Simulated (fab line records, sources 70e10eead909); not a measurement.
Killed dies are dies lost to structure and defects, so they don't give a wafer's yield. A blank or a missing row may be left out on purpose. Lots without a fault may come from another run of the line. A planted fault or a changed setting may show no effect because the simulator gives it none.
Which tool did it? | flow nand_harc | 11 lots, 33 wafers sampled, at 6 steps of a route of 1302

WHAT THE GAUGES READ, wafer by wafer
NHARC_P_GATE_CD_MEAS_91: target cd 2000 nm.
lot  | measured     | on        | cd_nm (nm)
L787 | day 6 23:05  | cd_sem-03 | 2002.0 2000.5 1999.6
L792 | day 9 00:38  | cd_sem-03 | 1965.1 1966.7 1965.1
L796 | day 10 19:59 | cd_sem-01 | 1997.2 1998.1 1997.5
L799 | day 12 03:19 | cd_sem-02 | 1999.1 1999.0 1998.1
L800 | day 12 13:05 | cd_sem-02 | 1997.4 1996.2 1998.1
L801 | day 12 19:10 | cd_sem-02 | 2000.9 2001.5 2001.1
L802 | day 13 14:19 | cd_sem-03 | 2000.8 2001.2 2000.5
L803 | day 13 21:41 | cd_sem-01 | 1997.5 1996.8 1996.2
L804 | day 14 03:26 | cd_sem-02 | 2000.5 2001.0 1999.6
L806 | day 14 20:17 | cd_sem-03 | 2001.1 2000.9 2000.6
L807 | day 15 09:06 | cd_sem-01 | 2000.4 1999.8 2001.0

NHARC_END_SORT_01.
lot  | measured     | on        | killed_at_array | killed_at_other | killed_at_periphery | killed_dies | killed_open | killed_short
L787 | day 25 01:38 | prober-02 | 74 56 79        | 0 0 1           | 5 3 4               | 79 59 84    | 5 6 2       | 0 0 1
L802 | day 32 21:03 | prober-01 | 54 56 66        | 1 0 2           | 3 2 3               | 58 58 71    | 3 5 3       | 0 0 5

WHICH TOOL RAN EACH LOT (tool, then ch and the chambers of the sampled wafers, then the start)
lot  | NHARC_P_GATE_ETCHBACK_37                      | NHARC_P_GATE_STRIP_111               | NHARC_P_GATE_EXPOSE_88            | NHARC_P_GATE_DESCUM_93
L787 | rie_diel-02 ch 0,1,3, day 6 20:16 or earlier  | plasma_asher-02 ch 0,1, day 6 20:16  | krf_scanner-02 ch 0, day 6 22:56  | rie_diel-11 ch 0,1,2, day 6 23:16
L792 | rie_diel-02 ch 1,2,3, day 8 21:41 or earlier  | plasma_asher-01 ch 0,1, day 8 21:41  | krf_scanner-02 ch 0, day 9 00:29  | rie_diel-02 ch 0,2, day 9 00:48
L796 | rie_diel-06 ch 0,1,2, day 10 17:03 or earlier | plasma_asher-01 ch 0,1, day 10 17:03 | krf_scanner-01 ch 0, day 10 19:50 | rie_diel-06 ch 0,3, day 10 20:09
L799 | rie_diel-02 ch 0,2, day 12 00:26 or earlier   | plasma_asher-01 ch 0,1, day 12 00:26 | krf_scanner-02 ch 0, day 12 03:10 | rie_diel-11 ch 0,1, day 12 03:30
L800 | rie_diel-02 ch 0,1, day 12 10:15 or earlier   | plasma_asher-02 ch 0,1, day 12 10:15 | krf_scanner-02 ch 0, day 12 12:55 | rie_diel-02 ch 0,2,3, day 12 13:15
L801 | rie_diel-06 ch 0,1,3, day 12 16:21 or earlier | plasma_asher-02 ch 0,1, day 12 16:21 | krf_scanner-04 ch 0, day 12 19:00 | rie_diel-11 ch 2,3, day 12 19:21
L802 | rie_diel-02 ch 0,3, day 13 11:36 or earlier   | plasma_asher-02 ch 0,1, day 13 11:36 | krf_scanner-04 ch 0, day 13 14:10 | rie_diel-11 ch 0,1,3, day 13 14:29
L803 | rie_diel-02 ch 0,2,3, day 13 18:55 or earlier | plasma_asher-02 ch 0,1, day 13 18:55 | krf_scanner-04 ch 0, day 13 21:32 | rie_diel-02 ch 0,1,2, day 13 21:51
L804 | rie_diel-11 ch 0,1, day 14 00:53 or earlier   | plasma_asher-01 ch 0,1, day 14 00:53 | krf_scanner-04 ch 0, day 14 03:17 | rie_diel-02 ch 1,2,3, day 14 03:37
L806 | rie_diel-02 ch 0,3, day 14 17:37 or earlier   | plasma_asher-02 ch 0, day 14 17:37   | krf_scanner-04 ch 0, day 14 20:07 | rie_diel-02 ch 2,3, day 14 20:26
L807 | rie_diel-06 ch 0,2,3, day 15 06:26 or earlier | plasma_asher-02 ch 0,1, day 15 06:26 | krf_scanner-04 ch 0, day 15 08:57 | rie_diel-11 ch 2,3, day 15 09:15
- NHARC_P_GATE_ETCHBACK_37: etches the open film in CHF3/O2, target depth 34.5 nm, time 17.2 s.
- NHARC_P_GATE_STRIP_111: strips in N2/H2, time 250 s.
- NHARC_P_GATE_EXPOSE_88: exposes mask P HVN, target cd 2000 nm.
- NHARC_P_GATE_DESCUM_93: chemistry O2, time 3 s.

WHAT THE TOOLS THEMSELVES READ (means of the sampled wafers that have a number; where no wafer has one, the mark that the record gives instead)
NHARC_P_GATE_ETCHBACK_37.
lot  | tool        | drypump_motor_current_A (A) | oes_product_au (a.u.) | rf_vpp_V (V) | showerhead_plenum_p_Torr (Torr) | throttle_valve_pct (%)
L787 | rie_diel-02 | 5.8                         | 0.916                 | 368.5        | 2.35                            | 20.571
L792 | rie_diel-02 | 5.7                         | 0.926                 | 368.5        | 2.31                            | 20.573
L796 | rie_diel-06 | 5.8                         | 0.926                 | 369.5        | 2.37                            | 20.570
L799 | rie_diel-02 | 6.0                         | 0.993                 | 368.3        | 2.30                            | 20.577
L800 | rie_diel-02 | 6.1                         | 0.926                 | 370.1        | 2.35                            | 20.576
L801 | rie_diel-06 | 5.6                         | 0.916                 | 371.1        | 2.40                            | 20.575
L802 | rie_diel-02 | 5.9                         | 0.996                 | 370.1        | 2.37                            | 20.571
L803 | rie_diel-02 | 5.9                         | 0.923                 | 369.1        | 2.34                            | 20.571
L804 | rie_diel-11 | 5.9                         | 0.957                 | 370.9        | 2.40                            | 20.568
L806 | rie_diel-02 | 6.1                         | 0.915                 | 370.2        | 2.38                            | 20.564
L807 | rie_diel-06 | 5.8                         | 0.924                 | 370.4        | 2.39                            | 20.570

NHARC_P_GATE_STRIP_111.
lot  | tool            | drypump_motor_current_A (A) | heater_power_w (W)
L787 | plasma_asher-02 | 5.2                         | 85
L792 | plasma_asher-01 | 6.2                         | 82
L796 | plasma_asher-01 | 6.2                         | 81
L799 | plasma_asher-01 | 6.2                         | 83
L800 | plasma_asher-02 | 5.2                         | 80
L801 | plasma_asher-02 | 5.2                         | 81
L802 | plasma_asher-02 | 5.2                         | 81
L803 | plasma_asher-02 | 5.2                         | 81
L804 | plasma_asher-01 | 6.2                         | 84
L806 | plasma_asher-02 | 5.4                         | 78
L807 | plasma_asher-02 | 5.0                         | 82

NHARC_P_GATE_EXPOSE_88.
lot  | tool           | reticle_temp_C (C)
L787 | krf_scanner-02 | 22.93
L792 | krf_scanner-02 | 22.99
L796 | krf_scanner-01 | 22.96
L799 | krf_scanner-02 | 23.06
L800 | krf_scanner-02 | 22.99
L801 | krf_scanner-04 | 23.00
L802 | krf_scanner-04 | 22.93
L803 | krf_scanner-04 | 22.97
L804 | krf_scanner-04 | 22.93
L806 | krf_scanner-04 | 23.05
L807 | krf_scanner-04 | 23.21

NHARC_P_GATE_DESCUM_93.
lot  | tool        | drypump_motor_current_A (A) | oes_product_au (a.u.) | rf_vpp_V (V) | showerhead_plenum_p_Torr (Torr) | throttle_valve_pct (%)
L787 | rie_diel-11 | 6.1                         | 0.998                 | 58.1         | 1.92                            | 11.317
L792 | rie_diel-02 | 6.1                         | 0.987                 | 57.8         | 1.87                            | 11.310
L796 | rie_diel-06 | 5.6                         | 0.994                 | 57.9         | 1.93                            | 11.319
L799 | rie_diel-11 | 6.2                         | 1.006                 | 57.6         | 1.96                            | 11.302
L800 | rie_diel-02 | 5.9                         | 0.993                 | 58.6         | 1.86                            | 11.311
L801 | rie_diel-11 | 5.2                         | 1.000                 | 57.3         | 1.92                            | 11.314
L802 | rie_diel-11 | 5.6                         | 1.003                 | 58.3         | 1.94                            | 11.303
L803 | rie_diel-02 | 5.9                         | 1.001                 | 57.4         | 1.83                            | 11.308
L804 | rie_diel-02 | 5.7                         | 1.000                 | 57.4         | 1.83                            | 11.309
L806 | rie_diel-02 | 5.7                         | 0.993                 | 57.6         | 1.86                            | 11.300
L807 | rie_diel-11 | 5.6                         | 0.999                 | 58.2         | 1.91                            | 11.308

THE ANSWER, worked out from the rows above alone
Rule: what is usual is taken from the lots themselves. Put in order of their means at a reading, lots are off if they are a third of the lots or fewer, leave a main group of 4 or more, and stand apart from it by a gap of 3 or more times the standard deviation of the main group's means; of several such gaps the widest counts. A main group whose means are all the same, to the digits that the tables above print for the reading, isn't used. A lot without any number at a reading at which 4 lots or more have one is off too. The other lots that the step has rows for count as sound. The gauges are gone through in route order, then the tools' own readings, and for those a lot's mean is taken as printed above. The first step at which some lot is off is used, and at that step the reading that is off furthest; a lot without a number counts as furthest.
Off: L792, at NHARC_P_GATE_CD_MEAS_91 (cd_nm). The main group: mean 1999.5 nm, standard deviation 1.6.
A tool fits if, at a process step before that reading, it ran every lot that is off, and no sound lot after the first of them. The gauges at NHARC_P_GATE_CD_MEAS_91 are tried like those tools. NHARC_P_GATE_ETCHBACK_37 gives no start for some lots, so the hours and the order of its lots are those of NHARC_P_GATE_STRIP_111. None of those tried fits.

WHAT THE SIMULATOR HAD PUT IN
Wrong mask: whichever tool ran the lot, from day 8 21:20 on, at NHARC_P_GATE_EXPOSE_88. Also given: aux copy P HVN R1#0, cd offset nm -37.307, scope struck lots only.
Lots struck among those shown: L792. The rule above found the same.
